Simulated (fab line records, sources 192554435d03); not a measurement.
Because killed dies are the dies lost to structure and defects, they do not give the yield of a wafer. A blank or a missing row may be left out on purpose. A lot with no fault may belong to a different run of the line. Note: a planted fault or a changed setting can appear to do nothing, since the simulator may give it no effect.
Split-lot experiment || flow n5-finfet || route with 1938 steps; 7 lots, 21 wafers read

## ABOUT THE SPLIT
At N5_ZERO_LAYER_PECVD_02 (deposits SiO2 from SiH4/N2O, target thk 10 nm, time 6 s), the setting time-s was moved away from the recipe's 6 s on 5 of the 21 wafers read, by -14.7% to +9.1%. This setting was run at the recipe's value on the other wafers.

The reading is taken at the split's own step.

## THE READING
SiO2_of_ZERO_LAYER_PECVD_02.thk-nm (the simulator's own value, which no gauge read), in nm, at N5_ZERO_LAYER_PECVD_02 (deposits SiO2 from SiH4/N2O, target thk 10 nm, time 6 s). The file gives no usual value for it. Here, 16 wafers ran the recipe; their average is 9.898 nm with a standard deviation of 0.17 nm.

{"wafer": "L075.2", "tool, chamber at the split": "pecvd-01, 1", "time-s as run, s": 6, "against the recipe": "recipe", "SiO2_of_ZERO_LAYER_PECVD_02.thk-nm, nm": 9.873, "against lot-mates on the recipe": "-"}
{"wafer": "L075.3", "tool, chamber at the split": "pecvd-01, 0", "time-s as run, s": 6, "against the recipe": "recipe", "SiO2_of_ZERO_LAYER_PECVD_02.thk-nm, nm": 9.968, "against lot-mates on the recipe": "-"}
{"wafer": "L075.4", "tool, chamber at the split": "pecvd-01, 0", "time-s as run, s": 6.544, "against the recipe": "+9.1%", "SiO2_of_ZERO_LAYER_PECVD_02.thk-nm, nm": 11.13, "against lot-mates on the recipe": "+1.210"}
{"wafer": "L077.1", "tool, chamber at the split": "pecvd-02, 0", "time-s as run, s": 5.718, "against the recipe": "-4.7%", "SiO2_of_ZERO_LAYER_PECVD_02.thk-nm, nm": 9.475, "against lot-mates on the recipe": -0.298}
{"wafer": "L077.3", "tool, chamber at the split": "pecvd-02, 2", "time-s as run, s": 6, "against the recipe": "recipe", "SiO2_of_ZERO_LAYER_PECVD_02.thk-nm, nm": 9.773, "against lot-mates on the recipe": "-"}
{"wafer": "L077.4", "tool, chamber at the split": "pecvd-02, 2", "time-s as run, s": 5.718, "against the recipe": "-4.7%", "SiO2_of_ZERO_LAYER_PECVD_02.thk-nm, nm": 9.578, "against lot-mates on the recipe": -0.195}
{"wafer": "L078.1", "tool, chamber at the split": "pecvd-04, 1", "time-s as run, s": 5.115, "against the recipe": "-14.7%", "SiO2_of_ZERO_LAYER_PECVD_02.thk-nm, nm": 8.494, "against lot-mates on the recipe": -1.405}
{"wafer": "L078.3", "tool, chamber at the split": "pecvd-04, 1", "time-s as run, s": 6, "against the recipe": "recipe", "SiO2_of_ZERO_LAYER_PECVD_02.thk-nm, nm": 10.06, "against lot-mates on the recipe": "-"}
{"wafer": "L078.6", "tool, chamber at the split": "pecvd-04, 1", "time-s as run, s": 6, "against the recipe": "recipe", "SiO2_of_ZERO_LAYER_PECVD_02.thk-nm, nm": 9.737, "against lot-mates on the recipe": "-"}
{"wafer": "L084.2", "tool, chamber at the split": "pecvd-01, 0", "time-s as run, s": 6, "against the recipe": "recipe", "SiO2_of_ZERO_LAYER_PECVD_02.thk-nm, nm": 9.524, "against lot-mates on the recipe": "-"}
{"wafer": "L084.4", "tool, chamber at the split": "pecvd-01, 0", "time-s as run, s": 6, "against the recipe": "recipe", "SiO2_of_ZERO_LAYER_PECVD_02.thk-nm, nm": 10.01, "against lot-mates on the recipe": "-"}
{"wafer": "L084.6", "tool, chamber at the split": "pecvd-01, 2", "time-s as run, s": 6, "against the recipe": "recipe", "SiO2_of_ZERO_LAYER_PECVD_02.thk-nm, nm": 9.738, "against lot-mates on the recipe": "-"}
{"wafer": "L087.1", "tool, chamber at the split": "pecvd-02, 2", "time-s as run, s": 6, "against the recipe": "recipe", "SiO2_of_ZERO_LAYER_PECVD_02.thk-nm, nm": 9.766, "against lot-mates on the recipe": "-"}
{"wafer": "L087.5", "tool, chamber at the split": "pecvd-02, 0", "time-s as run, s": 6, "against the recipe": "recipe", "SiO2_of_ZERO_LAYER_PECVD_02.thk-nm, nm": 10.12, "against lot-mates on the recipe": "-"}
{"wafer": "L087.6", "tool, chamber at the split": "pecvd-02, 1", "time-s as run, s": 6, "against the recipe": "recipe", "SiO2_of_ZERO_LAYER_PECVD_02.thk-nm, nm": 10.05, "against lot-mates on the recipe": "-"}
{"wafer": "L088.2", "tool, chamber at the split": "pecvd-01, 0", "time-s as run, s": 5.684, "against the recipe": "-5.3%", "SiO2_of_ZERO_LAYER_PECVD_02.thk-nm, nm": 9.4, "against lot-mates on the recipe": -0.570}
{"wafer": "L088.3", "tool, chamber at the split": "pecvd-01, 1", "time-s as run, s": 6, "against the recipe": "recipe", "SiO2_of_ZERO_LAYER_PECVD_02.thk-nm, nm": 9.9, "against lot-mates on the recipe": "-"}
{"wafer": "L088.6", "tool, chamber at the split": "pecvd-01, 0", "time-s as run, s": 6, "against the recipe": "recipe", "SiO2_of_ZERO_LAYER_PECVD_02.thk-nm, nm": 10.04, "against lot-mates on the recipe": "-"}
{"wafer": "L091.1", "tool, chamber at the split": "pecvd-02, 2", "time-s as run, s": 6, "against the recipe": "recipe", "SiO2_of_ZERO_LAYER_PECVD_02.thk-nm, nm": 9.738, "against lot-mates on the recipe": "-"}
{"wafer": "L091.4", "tool, chamber at the split": "pecvd-02, 2", "time-s as run, s": 6, "against the recipe": "recipe", "SiO2_of_ZERO_LAYER_PECVD_02.thk-nm, nm": 9.913, "against lot-mates on the recipe": "-"}
{"wafer": "L091.6", "tool, chamber at the split": "pecvd-02, 1", "time-s as run, s": 6, "against the recipe": "recipe", "SiO2_of_ZERO_LAYER_PECVD_02.thk-nm, nm": 10.16, "against lot-mates on the recipe": "-"}

THE FIT
A straight line over all 21 wafers: SiO2_of_ZERO_LAYER_PECVD_02.thk-nm changes by +0.104 nm for each +1% of time-s; r = +0.93; the points scatter about the line by 0.17 nm.
The same after taking each lot's own level away (the mean of its wafers on the recipe; 21 wafers): +0.102 nm for each +1%; r = +0.94; scatter 0.17 nm.
Per that fit: largest time-s move, reading shift of 1.5 nm.
From 9.7573 to 9.9787 nm: that is the span of the lots' own levels, equal to 1.3 times the standard deviation above.
Consequently the slope shifts little with the lot-to-lot level, the two slopes agreeing.
Check: with one of the wafers moved furthest among these (-14.7%) left out of the fit, the line predicts -1.54 nm for it against its lot-mates. Against them it came out at -1.4 nm.

## FILE'S OWN FIT
SiO2_of_ZERO_LAYER_PECVD_02.thk-nm changes by +0.103 nm for each +1% of time-s, r = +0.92.
